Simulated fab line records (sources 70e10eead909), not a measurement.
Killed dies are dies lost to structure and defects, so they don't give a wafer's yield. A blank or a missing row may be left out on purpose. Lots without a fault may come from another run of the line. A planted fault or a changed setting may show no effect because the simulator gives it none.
Matching of chambers / flow nandHarc / NHARC_A_STAIRCASE_DESCUM_291 on rieDiel-07 has 4 sister chambers
The step chemistry O2, time 3 s. 4 wafers are shown with their chamber, then 9 later ones without.

== WAFERS WITH THEIR CHAMBER ==
wafer=L084.4; chamber=2; showerheadPlenumPTorr (Torr)=1.97
wafer=L084.3; chamber=1; showerheadPlenumPTorr (Torr)=1.92
wafer=L089.1; chamber=3; showerheadPlenumPTorr (Torr)=1.91
wafer=L089.6; chamber=0; showerheadPlenumPTorr (Torr)=1.98

== WAFERS MISSING THEIR CHAMBER ==
wafer=L096.1; showerheadPlenumPTorr (Torr)=1.96
wafer=L096.3; showerheadPlenumPTorr (Torr)=1.92
wafer=L096.4; showerheadPlenumPTorr (Torr)=1.91
wafer=L094.1; showerheadPlenumPTorr (Torr)=1.96
wafer=L094.2; showerheadPlenumPTorr (Torr)=1.92
wafer=L094.3; showerheadPlenumPTorr (Torr)=1.91
wafer=L094.4; showerheadPlenumPTorr (Torr)=1.91
wafer=L094.5; showerheadPlenumPTorr (Torr)=1.96
wafer=L094.6; showerheadPlenumPTorr (Torr)=1.92

== THE CHAMBER EACH PASSED THROUGH ==
wafer=L096.1; from the rows above=can't be placed: 2 or 0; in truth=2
wafer=L096.3; from the rows above=can't be placed: 1 or 3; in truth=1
wafer=L096.4; from the rows above=can't be placed: 3 or 1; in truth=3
wafer=L094.1; from the rows above=can't be placed: 2 or 0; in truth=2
wafer=L094.2; from the rows above=can't be placed: 1 or 3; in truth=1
wafer=L094.3; from the rows above=can't be placed: 3 or 1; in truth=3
wafer=L094.4; from the rows above=can't be placed: 3 or 1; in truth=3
wafer=L094.5; from the rows above=can't be placed: 2 or 0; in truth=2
wafer=L094.6; from the rows above=can't be placed: 1 or 3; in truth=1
Correctly placed: 0 of 9. These rows do not allow placing 9 (true chamber among the candidates in 9). Placed wrongly: 0.
How it was worked out, from the rows above alone: a wafer's distance from a chamber is the root of the sum, over the readings, of the square of ((its reading less the chamber's mean) divided by the reading's scatter). The wafer belongs to the nearest chamber; if the next one is less than 2 further off, it can't be placed. The mean given for a chamber averages the wafers shown for that chamber. The scatter: with one shown wafer a chamber, the root of the mean of the squares of how far each hidden wafer lies from its nearest shown one.
